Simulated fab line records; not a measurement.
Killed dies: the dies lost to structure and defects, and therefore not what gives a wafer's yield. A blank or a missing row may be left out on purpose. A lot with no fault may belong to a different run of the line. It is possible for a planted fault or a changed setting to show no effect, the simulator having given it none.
fab line records :: flow n5Finfet :: part 2 of 2: steps 24 to 37 of 37
record
  lots=5
  wafers=15
  lastDay=19
route steps=1938 shown WELL_APT@54 PMOS_HMC_CHANNEL_EPI@57 FIN_SAQP@90
lots that met no fault: from a run of the same line without faults
startH: hours from the record's first day to the start of the lot's first wafer shown :: waitH: hours elapsed since this lot's preceding step :: " identical to the entry in the row above :: L1.1+2: a row that stands for several wafers :: - either no value or no given start :: * or withheld: withheld :: < > ~ a bound
route shown NAME@n: NAME is a module with steps in the file, n the number in the route of the first one :: usual: mean and standard deviation over wafers with no fault :: same: alike in all rows :: chamber/n: place in a boat :: sites: each site's reading :: _std_site: their standard deviation :: _edge_site: inner sites' mean taken away from outer sites' mean :: radiusMm: for every site, how far away it sits from the centre of the wafer :: mask NAME#n: copy n :: behind: the most recent tool/chamber to have shaped the wafer :: hold: why the lot went on hold/how many hours it stayed there/how the hold came to an end :: device: which transistor (n, p or np) failed to switch :: end of line: the same wafers' tests at the end of the route :: step lacking rows: just its recipe :: killed: at the first sort, the dies lost to defects and structure; wafer yield is something else :: map: a wafer's dies, marking killed ones x, the rest . and places with no die _
set.NAME: setting as actually run; set.NAME@STEP: the setting as run at that earlier step :: model.NAME: the simulator's own value behind a step, which no gauge read
certain route steps with their lots: each step a table, each wafer a row
services: a tool's chamber out of use, with start hour (startH, from the record's first day; less than 0 if before it), hours out, and reason
## steps
# step N5_PMOS_HMC_CHANNEL_EPI_SRD_19
# recipe
  dry=ipaMarangoni
  doPpb=5
  timeS=30
  tempC=23
  rinseLiquid=diw
lot.wafer: L075.1+2+5
tool: wetBench-02
chamber: 6,4,3
startH: 24.41
waitH: 0.0

lot.wafer: L080.2+5+6
tool: wetBench-05
chamber: 1,0,4
startH: 54.07
waitH: 0.0

lot.wafer: L093.2+4+6
tool: wetBench-05
chamber: 5,0,1
startH: 132.00
waitH: 0.0

lot.wafer: L095.2+3+4
tool: wetBench-02
chamber: 3,5,7
startH: 143.83
waitH: 0.0

lot.wafer: L096.1+2+4
tool: wetBench-01
chamber: 6,0,5
startH: 151.39
waitH: 0.0
# step N5_PMOS_HMC_CHANNEL_EPI_EPI_20
# recipe
  material=SiGe30
  maskMaterial=SiO2
  pressureTorr=20
  targetThkA=590
  tempC=600
# usual
  chamberPressureTorr=19.99/0.045
lot.wafer: L075.1
tool: epiRpcvd-03
chamber: 0
startH: 24.46
waitH: 0.0
chamberPressureTorr: 20.04

lot.wafer: L075.2
tool: epiRpcvd-03
chamber: 0
startH: 24.46
waitH: 0.0
chamberPressureTorr: 19.97

lot.wafer: L075.5
tool: epiRpcvd-03
chamber: 0
startH: 24.46
waitH: 0.0
chamberPressureTorr: 20.01

lot.wafer: L080.2
tool: epiRpcvd-02
chamber: 0
startH: 54.39
waitH: 0.3
chamberPressureTorr: 20.01

lot.wafer: L080.5
tool: epiRpcvd-02
chamber: 0
startH: 54.39
waitH: 0.3
chamberPressureTorr: 19.99

lot.wafer: L080.6
tool: epiRpcvd-02
chamber: 0
startH: 54.39
waitH: 0.3
chamberPressureTorr: 19.97

lot.wafer: L093.2
tool: epiRpcvd-03
chamber: 0
startH: 132.32
waitH: 0.3
chamberPressureTorr: 20.02

lot.wafer: L093.4
tool: epiRpcvd-03
chamber: 0
startH: 132.32
waitH: 0.3
chamberPressureTorr: 20.02

lot.wafer: L093.6
tool: epiRpcvd-03
chamber: 0
startH: 132.32
waitH: 0.3
chamberPressureTorr: 20.01

lot.wafer: L095.2
tool: epiRpcvd-04
chamber: 0
startH: 144.08
waitH: 0.2
chamberPressureTorr: 19.96

lot.wafer: L095.3
tool: epiRpcvd-04
chamber: 0
startH: 144.08
waitH: 0.2
chamberPressureTorr: 19.99

lot.wafer: L095.4
tool: epiRpcvd-04
chamber: 0
startH: 144.08
waitH: 0.2
chamberPressureTorr: 20.02

lot.wafer: L096.1
tool: epiRpcvd-04
chamber: 0
startH: 151.44
waitH: 0.0
chamberPressureTorr: 19.98

lot.wafer: L096.2
tool: epiRpcvd-04
chamber: 0
startH: 151.44
waitH: 0.0
chamberPressureTorr: 20.03

lot.wafer: L096.4
tool: epiRpcvd-04
chamber: 0
startH: 151.44
waitH: 0.0
chamberPressureTorr: 20.05
# step N5_PMOS_HMC_CHANNEL_EPI_HM_STRIP_35
# recipe
  chemistry=dHF
  tempC=25
  material=SiO2
  target=SiO2
  targetDepthA=396
  timeS=216
lot.wafer: L075.1+2+5
tool: wetBench-01
chamber: 0,5,6
startH: 25.69
waitH: 1.0

lot.wafer: L080.2+5+6
tool: wetBench-01
chamber: 4,3,2
startH: 55.75
waitH: 1.1

lot.wafer: L093.2+4+6
tool: wetBench-01
chamber: 4,0,5
startH: 133.68
waitH: 1.1

lot.wafer: L095.2+3+4
tool: wetBench-01
chamber: 5,7,2
startH: 145.11
waitH: 0.8

lot.wafer: L096.1+2+4
tool: wetBench-02
chamber: 1,7,6
startH: 152.67
waitH: 1.0
# step N5_PMOS_HMC_CHANNEL_EPI_SRD_39
# recipe
  dry=ipaMarangoni
  timeS=30
  tempC=23
  rinseLiquid=diw
lot.wafer: L075.1+2+5
tool: wetBench-01
chamber: 0,5,6
startH: 25.76
waitH: 0.0

lot.wafer: L080.2+5+6
tool: wetBench-01
chamber: 4,3,2
startH: 55.82
waitH: 0.0

lot.wafer: L093.2+4+6
tool: wetBench-01
chamber: 4,0,5
startH: 133.74
waitH: 0.0

lot.wafer: L095.2+3+4
tool: wetBench-01
chamber: 5,7,2
startH: 145.17
waitH: 0.0

lot.wafer: L096.1+2+4
tool: wetBench-02
chamber: 1,7,6
startH: 152.74
waitH: 0.0
# step N5_PMOS_HMC_CHANNEL_EPI_CMP_21
# recipe
  material=SiGe30
  postCmpClean=alkalineBrush
  targetThkNm=54
# usual
  motorCurrentA=12.6/1.4
lot.wafer: L075.1
tool: cmp-01
chamber: 1
startH: 25.87
waitH: 0.1
motorCurrentA: 14.8

lot.wafer: L075.2
tool: cmp-01
chamber: 2
startH: 25.87
waitH: 0.1
motorCurrentA: 12.4

lot.wafer: L075.5
tool: cmp-01
chamber: 3
startH: 25.87
waitH: 0.1
motorCurrentA: 12.7

lot.wafer: L080.2
tool: cmp-01
chamber: 3
startH: 55.97
waitH: 0.1
motorCurrentA: 12.7

lot.wafer: L080.5
tool: cmp-01
chamber: 0
startH: 55.97
waitH: 0.1
motorCurrentA: 11.3

lot.wafer: L080.6
tool: cmp-01
chamber: 1
startH: 55.97
waitH: 0.1
motorCurrentA: 15.2

lot.wafer: L093.4
tool: cmp-02
chamber: 1
startH: 133.82
waitH: 0.1
motorCurrentA: 11.1

lot.wafer: L093.2
tool: cmp-02
chamber: 3
startH: 133.82
waitH: 0.1
motorCurrentA: 13.2

lot.wafer: L093.6
tool: cmp-02
chamber: 1
startH: 133.82
waitH: 0.1
motorCurrentA: 11.2

lot.wafer: L095.3
tool: cmp-02
chamber: 1
startH: 145.21
waitH: 0.0
motorCurrentA: 11.2

lot.wafer: L095.2
tool: cmp-02
chamber: 3
startH: 145.21
waitH: 0.0
motorCurrentA: 12.6

lot.wafer: L095.4
tool: cmp-02
chamber: 0
startH: 145.21
waitH: 0.0
motorCurrentA: 14.0

lot.wafer: L096.1
tool: cmp-04
chamber: 2
startH: 152.81
waitH: 0.1
motorCurrentA: 12.6

lot.wafer: L096.2
tool: cmp-04
chamber: 3
startH: 152.81
waitH: 0.1
motorCurrentA: 11.7

lot.wafer: L096.4
tool: cmp-04
chamber: 0
startH: 152.81
waitH: 0.1
motorCurrentA: 11.9
# step N5_PMOS_HMC_CHANNEL_EPI_THK_MEAS_22
# recipe
  reads=SiGe30_of_PMOS_HMC_CHANNEL_EPI_EPI_20
# usual
  HMC_CMP_THK=54.3/1
lot.wafer: L075.1
tool: filmMetro-02
chamber: -
startH: 26.09
waitH: -
HMC_CMP_THK[nm]: 54.7

lot.wafer: L075.2
tool: filmMetro-02
chamber: -
startH: 26.09
waitH: -
HMC_CMP_THK[nm]: 53.9

lot.wafer: L075.5
tool: filmMetro-02
chamber: -
startH: 26.09
waitH: -
HMC_CMP_THK[nm]: 52.6

lot.wafer: L080.2
tool: filmMetro-02
chamber: -
startH: 56.15
waitH: -
HMC_CMP_THK[nm]: 53.5

lot.wafer: L080.5
tool: filmMetro-02
chamber: -
startH: 56.15
waitH: -
HMC_CMP_THK[nm]: 54.1

lot.wafer: L080.6
tool: filmMetro-02
chamber: -
startH: 56.15
waitH: -
HMC_CMP_THK[nm]: 53.2

lot.wafer: L093.2
tool: filmMetro-02
chamber: -
startH: 134.08
waitH: -
HMC_CMP_THK[nm]: 53.7

lot.wafer: L093.4
tool: filmMetro-02
chamber: -
startH: 134.08
waitH: -
HMC_CMP_THK[nm]: 55.5

lot.wafer: L093.6
tool: filmMetro-02
chamber: -
startH: 134.08
waitH: -
HMC_CMP_THK[nm]: 55.5

lot.wafer: L095.2
tool: filmMetro-02
chamber: -
startH: 145.51
waitH: -
HMC_CMP_THK[nm]: 55.5

lot.wafer: L095.3
tool: filmMetro-02
chamber: -
startH: 145.51
waitH: -
HMC_CMP_THK[nm]: 53.7

lot.wafer: L095.4
tool: filmMetro-02
chamber: -
startH: 145.51
waitH: -
HMC_CMP_THK[nm]: 55.3

lot.wafer: L096.1
tool: filmMetro-02
chamber: -
startH: 153.07
waitH: -
HMC_CMP_THK[nm]: 54.9

lot.wafer: L096.2
tool: filmMetro-02
chamber: -
startH: 153.07
waitH: -
HMC_CMP_THK[nm]: 55.6

lot.wafer: L096.4
tool: filmMetro-02
chamber: -
startH: 153.07
waitH: -
HMC_CMP_THK[nm]: 53.8
# step N5_PMOS_HMC_CHANNEL_EPI_PRECLEAN_40
# recipe
  chemistry=DHF
  timeS=30
  tempC=25
  dilution=withheld
lot.wafer: L075.1+2+5
tool: wetBench-05
chamber: 2,1,4
startH: 26.12
waitH: 0.0

lot.wafer: L080.2+5+6
tool: wetBench-02
chamber: 5,4,3
startH: 56.18
waitH: 0.0

lot.wafer: L093.2+4+6
tool: wetBench-02
chamber: 6,7,0
startH: 134.10
waitH: 0.0

lot.wafer: L095.2+3+4
tool: wetBench-05
chamber: 1,3,5
startH: 145.54
waitH: 0.0

lot.wafer: L096.1+2+4
tool: wetBench-02
chamber: 5,4,6
startH: 153.10
waitH: 0.0
# step N5_PMOS_HMC_CHANNEL_EPI_PRECLEAN_37
# recipe
  chemistry=O3/DIW
  timeS=45
  tempC=22
  o3Ppm=10
lot.wafer: L075.1+2+5
tool: wetBench-05
chamber: 2,1,4
startH: 26.13
waitH: 0.0

lot.wafer: L080.2+5+6
tool: wetBench-02
chamber: 5,4,3
startH: 56.19
waitH: 0.0

lot.wafer: L093.2+4+6
tool: wetBench-02
chamber: 6,7,0
startH: 134.12
waitH: 0.0

lot.wafer: L095.2+3+4
tool: wetBench-05
chamber: 1,3,5
startH: 145.55
waitH: 0.0

lot.wafer: L096.1+2+4
tool: wetBench-02
chamber: 5,4,6
startH: 153.11
waitH: 0.0
# step N5_PMOS_HMC_CHANNEL_EPI_PRECLEAN_24
# recipe
  chemistry=DHF
  timeS=30
  tempC=25
  dilution=withheld
lot.wafer: L075.1+2+5
tool: wetBench-05
chamber: 2,1,4
startH: 26.14
waitH: 0.0

lot.wafer: L080.2+5+6
tool: wetBench-02
chamber: 5,4,3
startH: 56.20
waitH: 0.0

lot.wafer: L093.2+4+6
tool: wetBench-02
chamber: 6,7,0
startH: 134.13
waitH: 0.0

lot.wafer: L095.2+3+4
tool: wetBench-05
chamber: 1,3,5
startH: 145.56
waitH: 0.0

lot.wafer: L096.1+2+4
tool: wetBench-02
chamber: 5,4,6
startH: 153.12
waitH: 0.0
# step N5_PMOS_HMC_CHANNEL_EPI_SRD_25
# recipe
  dry=ipaMarangoni
  doPpb=5
  timeS=30
  tempC=23
  rinseLiquid=diw
lot.wafer: L075.1+2+5
tool: wetBench-05
chamber: 2,1,4
startH: 26.15
waitH: 0.0

lot.wafer: L080.2+5+6
tool: wetBench-02
chamber: 5,4,3
startH: 56.21
waitH: 0.0

lot.wafer: L093.2+4+6
tool: wetBench-02
chamber: 6,7,0
startH: 134.14
waitH: 0.0

lot.wafer: L095.2+3+4
tool: wetBench-05
chamber: 1,3,5
startH: 145.57
waitH: 0.0

lot.wafer: L096.1+2+4
tool: wetBench-02
chamber: 5,4,6
startH: 153.13
waitH: 0.0
# step N5_PMOS_HMC_CHANNEL_EPI_EPI_26
# recipe
  material=Si
  targetThkA=38
  tempC=650
  precursor=SiH4/H2
  pressureTorr=20
  timeS=22.7
# usual
  chamberPressureTorr=20.00/0.043
  throttleValvePct=10.9/0.37
lot.wafer: L075.1
tool: epiRpcvd-02
chamber: 0
startH: 26.20
waitH: 0.0
chamberPressureTorr: 19.91
throttleValvePct: 11.1

lot.wafer: L075.2
tool: epiRpcvd-02
chamber: 0
startH: 26.20
waitH: 0.0
chamberPressureTorr: 19.95
throttleValvePct: 11.2

lot.wafer: L075.5
tool: epiRpcvd-02
chamber: 0
startH: 26.20
waitH: 0.0
chamberPressureTorr: 19.89
throttleValvePct: 11.0

lot.wafer: L080.2
tool: epiRpcvd-03
chamber: 0
startH: 56.32
waitH: 0.1
chamberPressureTorr: 20.00
throttleValvePct: 10.6

lot.wafer: L080.5
tool: epiRpcvd-03
chamber: 0
startH: 56.32
waitH: 0.1
chamberPressureTorr: 19.97
throttleValvePct: 10.8

lot.wafer: L080.6
tool: epiRpcvd-03
chamber: 0
startH: 56.32
waitH: 0.1
chamberPressureTorr: 19.98
throttleValvePct: 10.5

lot.wafer: L093.2
tool: epiRpcvd-04
chamber: 0
startH: 134.24
waitH: 0.1
chamberPressureTorr: 19.98
throttleValvePct: 11.5

lot.wafer: L093.4
tool: epiRpcvd-04
chamber: 0
startH: 134.24
waitH: 0.1
chamberPressureTorr: 20.03
throttleValvePct: 11.5

lot.wafer: L093.6
tool: epiRpcvd-04
chamber: 0
startH: 134.24
waitH: 0.1
chamberPressureTorr: 19.97
throttleValvePct: 11.3

lot.wafer: L095.2
tool: epiRpcvd-02
chamber: 0
startH: 145.67
waitH: 0.1
chamberPressureTorr: 20.05
throttleValvePct: 11.2

lot.wafer: L095.3
tool: epiRpcvd-02
chamber: 0
startH: 145.67
waitH: 0.1
chamberPressureTorr: 19.97
throttleValvePct: 11.4

lot.wafer: L095.4
tool: epiRpcvd-02
chamber: 0
startH: 145.67
waitH: 0.1
chamberPressureTorr: 20.05
throttleValvePct: 11.2

lot.wafer: L096.1
tool: epiRpcvd-02
chamber: 0
startH: 153.18
waitH: 0.0
chamberPressureTorr: 20.00
throttleValvePct: 11.1

lot.wafer: L096.2
tool: epiRpcvd-02
chamber: 0
startH: 153.18
waitH: 0.0
chamberPressureTorr: 19.99
throttleValvePct: 11.2

lot.wafer: L096.4
tool: epiRpcvd-02
chamber: 0
startH: 153.18
waitH: 0.0
chamberPressureTorr: 19.97
throttleValvePct: 11.2
# step N5_PMOS_HMC_CHANNEL_EPI_INSPECT_30
# recipe
  inspectInstrument=darkfield
  mode=postEpi
# usual
  rawDefectCount=19/7
lot.wafer: L075.1
tool: defectInspect-01
chamber: -
startH: 26.57
waitH: 0.0
rawDefectCount: 23

lot.wafer: L075.2
tool: defectInspect-01
chamber: -
startH: 26.57
waitH: 0.0
rawDefectCount: 37

lot.wafer: L075.5
tool: defectInspect-01
chamber: -
startH: 26.57
waitH: 0.0
rawDefectCount: 23

lot.wafer: L080.2
tool: defectInspect-01
chamber: -
startH: 56.73
waitH: 0.0
rawDefectCount: 25

lot.wafer: L080.5
tool: defectInspect-01
chamber: -
startH: 56.73
waitH: 0.0
rawDefectCount: 22

lot.wafer: L080.6
tool: defectInspect-01
chamber: -
startH: 56.73
waitH: 0.0
rawDefectCount: 19

lot.wafer: L093.2
tool: defectInspect-01
chamber: -
startH: 134.58
waitH: 0.0
rawDefectCount: 18

lot.wafer: L093.4
tool: defectInspect-01
chamber: -
startH: 134.58
waitH: 0.0
rawDefectCount: 32

lot.wafer: L093.6
tool: defectInspect-01
chamber: -
startH: 134.58
waitH: 0.0
rawDefectCount: 36

lot.wafer: L095.2
tool: defectInspect-02
chamber: -
startH: 145.99
waitH: 0.0
rawDefectCount: 27

lot.wafer: L095.3
tool: defectInspect-02
chamber: -
startH: 145.99
waitH: 0.0
rawDefectCount: 12

lot.wafer: L095.4
tool: defectInspect-02
chamber: -
startH: 145.99
waitH: 0.0
rawDefectCount: 16

lot.wafer: L096.1
tool: defectInspect-02
chamber: -
startH: 153.55
waitH: 0.0
rawDefectCount: 35

lot.wafer: L096.2
tool: defectInspect-02
chamber: -
startH: 153.55
waitH: 0.0
rawDefectCount: 15

lot.wafer: L096.4
tool: defectInspect-02
chamber: -
startH: 153.55
waitH: 0.0
rawDefectCount: 18
# step N5_FIN_SAQP_PRECLEAN_42
# recipe
  chemistry=O3/DIW
  timeS=60
  tempC=22
  o3Ppm=10
lot.wafer: L075.1+2+5
tool: wetBench-04
chamber: 6,4,7
startH: 26.60
waitH: 0.0

lot.wafer: L080.2+5+6
tool: wetBench-04
chamber: 3,5,6
startH: 56.76
waitH: 0.0

lot.wafer: L093.2+4+6
tool: wetBench-04
chamber: 0,3,2
startH: 134.60
waitH: 0.0

lot.wafer: L095.2+3+4
tool: wetBench-03
chamber: 1,6,0
startH: 146.02
waitH: 0.0

lot.wafer: L096.1+2+4
tool: wetBench-04
chamber: 0,7,2
startH: 153.58
waitH: 0.0
# step N5_FIN_SAQP_PRECLEAN_00
# recipe
  chemistry=SC1
  timeS=60
  tempC=55
  mix=1:2:50
# usual
  h2o2FlowMLMin=56.62/0.18
lot.wafer: L075.1
tool: wetBench-04
chamber: 6
startH: 26.62
waitH: 0.0
h2o2FlowMLMin: 56.38

lot.wafer: L075.2
tool: wetBench-04
chamber: 4
startH: 26.62
waitH: 0.0
h2o2FlowMLMin: 56.34

lot.wafer: L075.5
tool: wetBench-04
chamber: 7
startH: 26.62
waitH: 0.0
h2o2FlowMLMin: 56.50

lot.wafer: L080.2
tool: wetBench-04
chamber: 3
startH: 56.77
waitH: 0.0
h2o2FlowMLMin: 56.69

lot.wafer: L080.5
tool: wetBench-04
chamber: 5
startH: 56.77
waitH: 0.0
h2o2FlowMLMin: 56.60

lot.wafer: L080.6
tool: wetBench-04
chamber: 6
startH: 56.77
waitH: 0.0
h2o2FlowMLMin: 56.63

lot.wafer: L093.2
tool: wetBench-04
chamber: 0
startH: 134.62
waitH: 0.0
h2o2FlowMLMin: 56.78

lot.wafer: L093.4
tool: wetBench-04
chamber: 3
startH: 134.62
waitH: 0.0
h2o2FlowMLMin: 56.30

lot.wafer: L093.6
tool: wetBench-04
chamber: 2
startH: 134.62
waitH: 0.0
h2o2FlowMLMin: 56.49

lot.wafer: L095.2
tool: wetBench-03
chamber: 1
startH: 146.04
waitH: 0.0
h2o2FlowMLMin: 56.69

lot.wafer: L095.3
tool: wetBench-03
chamber: 6
startH: 146.04
waitH: 0.0
h2o2FlowMLMin: 56.43

lot.wafer: L095.4
tool: wetBench-03
chamber: 0
startH: 146.04
waitH: 0.0
h2o2FlowMLMin: 56.53

lot.wafer: L096.1
tool: wetBench-04
chamber: 0
startH: 153.60
waitH: 0.0
h2o2FlowMLMin: 56.36

lot.wafer: L096.2
tool: wetBench-04
chamber: 7
startH: 153.60
waitH: 0.0
h2o2FlowMLMin: 56.59

lot.wafer: L096.4
tool: wetBench-04
chamber: 2
startH: 153.60
waitH: 0.0
h2o2FlowMLMin: 56.56
## services
tool: rieSi-02
chamber: -
startH: -0.83
hours: 0.5
kind: repair

tool: epiRpcvd-04
chamber: -
startH: 6.05
hours: 3.1
kind: repair

tool: rieDiel-05
chamber: -
startH: 18.49
hours: 14.6
kind: pm

tool: arfiScanner-01
chamber: -
startH: 26.67
hours: 1.0
kind: pm

tool: pecvd-04
chamber: 1
startH: 29.22
hours: 5.6
kind: repair

tool: arfiScanner-01
chamber: -
startH: 34.46
hours: 0.8
kind: pm

tool: rieDiel-05
chamber: -
startH: 36.84
hours: 3.3
kind: repair

tool: rieDiel-01
chamber: 0
startH: 41.96
hours: 13.1
kind: repair

tool: rieDiel-05
chamber: 1
startH: 47.74
hours: 9.5
kind: repair

tool: rieDiel-06
chamber: -
startH: 55.42
hours: 2.8
kind: pm

tool: rieDiel-05
chamber: 3
startH: 59.32
hours: 3.6
kind: repair

tool: wetBench-05
chamber: -
startH: 69.57
hours: 1.0
kind: repair

tool: epiRpcvd-03
chamber: -
startH: 69.78
hours: 0.5
kind: pm

tool: arfiScanner-01
chamber: -
startH: 75.64
hours: 1.3
kind: pm

tool: rieDiel-05
chamber: 2
startH: 86.52
hours: 6.5
kind: repair

tool: rieSi-02
chamber: 3
startH: 88.46
hours: 1.3
kind: repair

tool: rieSi-02
chamber: 1
startH: 94.85
hours: 5.3
kind: repair

tool: rieSi-02
chamber: 3
startH: 104.93
hours: 7.7
kind: repair

tool: pecvd-04
chamber: -
startH: 110.51
hours: 0.4
kind: repair

tool: rieSi-02
chamber: 0
startH: 116.99
hours: 12.4
kind: repair

tool: rieDiel-06
chamber: -
startH: 132.24
hours: 0.2
kind: repair

tool: rieDiel-01
chamber: 2
startH: 137.63
hours: 13.2
kind: repair

tool: rieDiel-06
chamber: -
startH: 142.13
hours: 0.4
kind: repair

tool: rieDiel-01
chamber: 3
startH: 145.39
hours: 3.7
kind: repair
